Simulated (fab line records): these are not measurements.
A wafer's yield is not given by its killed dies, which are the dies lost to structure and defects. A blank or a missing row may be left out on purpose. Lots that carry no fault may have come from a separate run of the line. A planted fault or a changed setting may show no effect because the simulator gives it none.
One fault seen from 3 desks / flow n5Finfet / only its own numbers are on each desk; what lay behind them is given at the end

METROLOGY DESK
Lot by lot, what the gauges showed, no matter which tool ran the lot: averages of those sampled wafers that carry a number. If a lot's mean is further than 4 standard deviations from the usual mean, the lot is out of limits and carries the mark OUT (the distance appears in the brackets). It has 21 readings, of which 7 appear: the earliest out of limits, and the ones furthest out on some lot.
Columns: A = IOFF_N_LONG at N5_BEOL_M4_RC_MEAS_101, usual 5.45e-05 nA/um; B = IOFF_P at N5_BEOL_M4_RC_MEAS_101, usual 0.20 nA/um; C = IOFF_P_85C at N5_BEOL_M4_RC_MEAS_101, usual 3.5 nA/um; D = IOFF_P_LIN at N5_BEOL_M4_RC_MEAS_101, usual 0.096 nA/um; E = IOFF_P_LONG at N5_BEOL_M4_RC_MEAS_101, usual 0.000104 nA/um; F = VT_N_LONG at N5_BEOL_M4_RC_MEAS_101, usual 275.2 mV; G = VT_P_LONG at N5_BEOL_M4_RC_MEAS_101, usual -275.6 mV
lot=L796; first seen here=day 4 11:59; A=5.84e-05; B=0.21; C=3.7; D=0.105; E=0.000110; F=274.9; G=-271.4
lot=L798; first seen here=day 5 00:34; A=5.48e-05; B=0.34; C=5.4; D=0.141; E=0.000100; F=273.9; G=-274.8
lot=L800; first seen here=day 5 11:59; A=5.57e-05; B=0.25; C=4.2; D=0.112; E=0.000105; F=274.9; G=-274.0
lot=L802; first seen here=day 6 03:47; A=4.30e-05 (-4.4) OUT; B=0.65 (+9.4) OUT; C=9.0 (+8.0) OUT; D=0.315 (+13) OUT; E=0.000187 (+11) OUT; F=294.2 (+9.0) OUT; G=-260.0 (+6.8) OUT
lot=L803; first seen here=day 6 04:32; A=5.19e-05; B=0.17; C=3.0; D=0.085; E=0.000094; F=276.3; G=-278.7
lot=L804; first seen here=day 6 10:37; A=4.56e-05; B=0.54 (+7.1) OUT; C=7.4 (+5.6) OUT; D=0.271 (+10) OUT; E=0.000195 (+12) OUT; F=289.8 (+6.9) OUT; G=-259.0 (+7.2) OUT
lot=L806; first seen here=day 7 01:41; A=2.39e-05 (-12) OUT; B=1.67 (+31) OUT; C=21.2 (+26) OUT; D=0.817 (+42) OUT; E=0.000369 (+36) OUT; F=325.1 (+24) OUT; G=-228.8 (+20) OUT
lot=L814; first seen here=day 9 00:05; A=5.19e-05; B=0.16; C=2.9; D=0.079; E=0.000104; F=277.7; G=-277.1
lot=L815; first seen here=day 9 04:07; A=4.99e-05; B=0.18; C=3.2; D=0.089; E=0.000099; F=277.8; G=-276.7
lot=L816; first seen here=day 9 11:20; A=5.54e-05; B=0.21; C=3.7; D=0.102; E=0.000107; F=276.3; G=-275.1
This desk finds L802, L804, L806 out of limits, with the earliest case on L802 at day 10 06:08 (IOFF_N_LONG at N5_BEOL_M4_RC_MEAS_101). L796, L798, L800, L803, L814, L815, L816: within limits.

DESK OF THE TOOL OWNER: aldMetal-02
The tool's own readings at N5_HKMG_FIN_PWFM_ALD_03 (deposits TiN, target thk 2 nm, pulse time 1 s, purge time 3 s): means of the sampled wafers that have a number, for each lot that ran on this tool. If a lot's mean is further than 4 standard deviations from the usual mean, the lot is out of limits and carries the mark OUT (the distance appears in the brackets).
Columns: A = heaterPowerW at N5_HKMG_FIN_PWFM_ALD_03, usual 914 W; B = precursorPulseHeightRel at N5_HKMG_FIN_PWFM_ALD_03, usual 0.998
lot=L800; first seen here=day 5 14:44; A=954; B=0.996
lot=L802; first seen here=day 6 06:44; A=904; B=1.004
lot=L804; first seen here=day 6 13:09; A=946; B=0.978
lot=L806; first seen here=day 7 04:35; A=910; B=0.996
lot=L816; first seen here=day 9 14:01; A=976; B=1.002
Finding of this desk: none of the 5 lots has anything out of limits.

THE DEFECT DESK
Per lot, the means of the sampled wafers with a number show what the inspections along the route counted. If a lot's mean is further than 4 standard deviations from the usual mean, the lot is out of limits and carries the mark OUT (the distance appears in the brackets).
Columns: A = rawDefectCount at N5_HKMG_FIN_INSPECT_61, usual 2.0
lot=L796; first seen here=day 4 12:02; A=1.7
lot=L798; first seen here=day 5 00:37; A=1.5
lot=L800; first seen here=day 5 12:02; A=2.0
lot=L802; first seen here=day 6 03:51; A=1.0
lot=L803; first seen here=day 6 04:36; A=1.0
lot=L804; first seen here=day 6 10:40; A=2.3
lot=L806; first seen here=day 7 01:44; A=2.0
lot=L814; first seen here=day 9 00:08; A=2.3
lot=L815; first seen here=day 9 04:10; A=2.0
lot=L816; first seen here=day 9 11:24; A=0.0
Finding of this desk: none of the 10 lots has anything out of limits.

BROUGHT TOGETHER
An alarm was possible from the metrology desk at day 10 06:08, on L802, L804, L806.
The tool owner's desk saw nothing out of limits.
Nothing the defect desk looked at was out of limits.
Tool owner's desk: L802, L804, L806 on record, inside its limits.
The defect desk has L802, L804, L806 on record, within its limits.
The lots listed all ran N5_HKMG_FIN_PWFM_ALD_03 on aldMetal-02.

WHAT THE SIMULATOR PUT IN
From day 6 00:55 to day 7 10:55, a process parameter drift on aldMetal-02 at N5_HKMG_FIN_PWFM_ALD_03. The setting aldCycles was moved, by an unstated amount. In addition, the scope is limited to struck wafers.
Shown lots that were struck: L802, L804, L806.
Time in hours between the start of the fault and the first out-of-limits reading at each desk: metrology desk, 101.
